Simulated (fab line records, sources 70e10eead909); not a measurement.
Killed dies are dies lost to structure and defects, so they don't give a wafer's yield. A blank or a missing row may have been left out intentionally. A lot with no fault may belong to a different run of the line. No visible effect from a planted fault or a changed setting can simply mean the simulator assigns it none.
Chamber matching	flow nandHarc	NHARC_THIN_TSV_ETCH_44 on rieDiel-13: 4 sister chambers
The step etches the open film in CF4/O2, target depth 1594.2 nm, time 797.1 s. 16 wafers are shown with their chamber, then 8 later ones without.

WAFERS WITH THEIR CHAMBER
wafer	chamber	drypumpMotorCurrentA (A)	rfVppV (V)	oesProductAu (a.u.)
L211.3	3	5.7	791	0.988
L211.4	0	6.3	790	0.991
L211.6	0	6.3	792	0.990
L213.1	2	5.4	797	0.995
L213.2	1	5.1	791	1.003
L213.4	3	5.7	791	0.996
L217.1	1	5.0	791	0.998
L217.4	2	5.4	797	0.992
L217.5	0	6.3	791	1.003
L219.1	3	5.7	793	0.999
L219.2	2	5.4	797	0.997
L219.4	0	6.3	792	0.995
L223.3	2	5.4	797	0.990
L223.5	1	5.1	791	1.000
L223.6	0	6.3	791	0.999
L222.1	2	5.4	796	0.996

SIGNATURES (means of the wafers above)
reading	chamber 0	chamber 1	chamber 2	chamber 3	scatter within a chamber
drypumpMotorCurrentA	6.300	5.067	5.400	5.700	0.0236
rfVppV	791.20	791.00	796.80	791.67	0.723
oesProductAu	0.99560	1.00033	0.99400	0.99433	0.00438
Rule: a wafer lies at a distance from a chamber equal to the root of the sum of squares, over the readings, of (its reading less the chamber's mean, divided by the reading's scatter). The wafer belongs to the nearest chamber; if the next one is less than 2 further off, it can't be placed. The scatter is the square root of a quotient: the sum, over the shown wafers, of each reading's squared deviation from its chamber's mean, divided by wafers minus chambers.

WAFERS WITHOUT THEIR CHAMBER
wafer	drypumpMotorCurrentA (A)	rfVppV (V)	oesProductAu (a.u.)
L222.3	6.3	791	1.014
L222.5	5.1	790	1.007
L229.1	5.0	790	0.987
L229.3	5.4	797	1.004
L229.6	5.4	797	0.997
L232.2	5.1	792	0.988
L232.3	5.4	796	0.992
L232.4	5.8	791	0.989

CHAMBER TAKEN BY EACH
wafer	from the rows above	in truth
L222.3	0	0
L222.5	1	1
L229.1	1	1
L229.3	2	2
L229.6	2	2
L232.2	1	1
L232.3	2	2
L232.4	3	3
Placed correctly: 8 of 8. Can't be placed from these rows: 0. Placed wrongly: 0.
